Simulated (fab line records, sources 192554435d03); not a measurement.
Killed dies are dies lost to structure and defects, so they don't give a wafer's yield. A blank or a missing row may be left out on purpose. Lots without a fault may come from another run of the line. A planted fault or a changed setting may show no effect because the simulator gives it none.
Split-lot experiment | flow n5_finfet | 7 lots, 39 wafers read, on a route of 1938 steps

THE SPLIT
At N5_DUMMY_GATE_ETCH_37 (etches SOC in N2/H2, target depth 60 nm, overetch 30 nm), the setting source_w was moved away from the recipe's 840 W on 12 of the 39 wafers read, by +6.8% to +18.6%. The other wafers ran this setting at the recipe's value.

The reading is taken at the split's own step.

THE READING
rf_vpp_V, in V, at N5_DUMMY_GATE_ETCH_37 (etches SOC in N2/H2, target depth 60 nm, overetch 30 nm). Fault-free wafers of this fab line usually give 523.6 V, standard deviation 2.5 V.

wafer  | tool, chamber at the split | source_w as run, W | against the recipe | rf_vpp_V, V | against lot-mates on the recipe
L075.4 | rie_diel-05, 0             | 840                | recipe             | 522.2       | -
L075.5 | rie_diel-05, 2             | 840                | recipe             | 523.7       | -
L075.6 | rie_diel-05, 3             | 840                | recipe             | 524.6       | -
L082.1 | rie_diel-03, 0             | 840                | recipe             | 527.4       | -
L082.2 | rie_diel-03, 1             | 840                | recipe             | 526.8       | -
L082.3 | rie_diel-03, 3             | 840                | recipe             | 524.6       | -
L082.4 | rie_diel-03, 2             | 840                | recipe             | 519.8       | -
L082.5 | rie_diel-03, 1             | 840                | recipe             | 526.6       | -
L082.6 | rie_diel-03, 2             | 840                | recipe             | 520.1       | -
L083.1 | rie_diel-03, 2             | 896.8              | +6.8%              | 509.5       | -16.9
L083.2 | rie_diel-03, 1             | 896.8              | +6.8%              | 514.8       | -11.6
L083.3 | rie_diel-03, 0             | 840                | recipe             | 527.6       | -
L083.4 | rie_diel-03, 3             | 840                | recipe             | 525.1       | -
L083.5 | rie_diel-03, 1             | 896.8              | +6.8%              | 514.9       | -11.5
L083.6 | rie_diel-03, 0             | 840                | recipe             | 526.6       | -
L089.1 | rie_diel-04, 1             | 840                | recipe             | 522.0       | -
L089.2 | rie_diel-04, 3             | 840                | recipe             | 529.0       | -
L089.3 | rie_diel-04, 2             | 840                | recipe             | 520.8       | -
L089.4 | rie_diel-04, 0             | 840                | recipe             | 521.7       | -
L089.5 | rie_diel-04, 2             | 840                | recipe             | 521.1       | -
L089.6 | rie_diel-04, 1             | 840                | recipe             | 524.1       | -
L090.1 | rie_diel-05, 3             | 840                | recipe             | 524.7       | -
L090.2 | rie_diel-05, 2             | 840                | recipe             | 524.4       | -
L090.3 | rie_diel-05, 1             | 996.4              | +18.6%             | 491.7       | -32.2
L090.4 | rie_diel-05, 0             | 996.4              | +18.6%             | 493.9       | -30.0
L090.5 | rie_diel-05, 0             | 840                | recipe             | 522.5       | -
L090.6 | rie_diel-05, 3             | 996.4              | +18.6%             | 495.5       | -28.4
L093.1 | rie_diel-03, 0             | 988.4              | +17.7%             | 498.1       | -25.5
L093.2 | rie_diel-03, 2             | 840                | recipe             | 520.7       | -
L093.3 | rie_diel-03, 3             | 840                | recipe             | 524.7       | -
L093.4 | rie_diel-03, 3             | 840                | recipe             | 525.5       | -
L093.5 | rie_diel-03, 2             | 988.4              | +17.7%             | 493.8       | -29.8
L093.6 | rie_diel-03, 0             | 988.4              | +17.7%             | 499.4       | -24.2
L097.1 | rie_diel-04, 3             | 968                | +15.2%             | 504.0       | -16.6
L097.2 | rie_diel-04, 0             | 840                | recipe             | 521.9       | -
L097.3 | rie_diel-04, 2             | 840                | recipe             | 520.5       | -
L097.4 | rie_diel-04, 1             | 968                | +15.2%             | 498.3       | -22.3
L097.5 | rie_diel-04, 2             | 840                | recipe             | 519.3       | -
L097.6 | rie_diel-04, 1             | 968                | +15.2%             | 497.3       | -23.3

THE FIT
A straight line over all 39 wafers: rf_vpp_V changes by -1.56 V for each +1% of source_w; r = -0.97; the points scatter about the line by 2.7 V.
The same after taking each lot's own level away (the mean of its wafers on the recipe; 39 wafers): -1.52 V for each +1%; r = -0.97; scatter 2.6 V.
On that fit, the largest move of source_w shifts the reading by 28 V.
The lots' own levels span 520.57 to 526.43 V, that is 2.3 times the standard deviation above.
So the lot-to-lot level changes the slope little: the two slopes agree.
Check: with one of the wafers moved furthest among these (+18.6%) left out of the fit, the line predicts -28 V for it against its lot-mates. It came out at -32.2 V against them.
Tool readings at the split's step, against how far the setting was moved: rf_vpp_V r = -0.97.

OTHER SPLITS ON THESE WAFERS
These wafers also went through other splits before the reading. Each is held against what the fit with the lots' levels taken away leaves over:
other split on the same wafers  | wafers away from the commonest value | r with rf_vpp_V (lot level and that fit taken away)
N5_DUMMY_GATE_EXPOSE_12 dose_mj | 15                                   | +0.22

THE FILE'S OWN FIT
rf_vpp_V changes by -1.53 V for each +1% of source_w, r = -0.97.
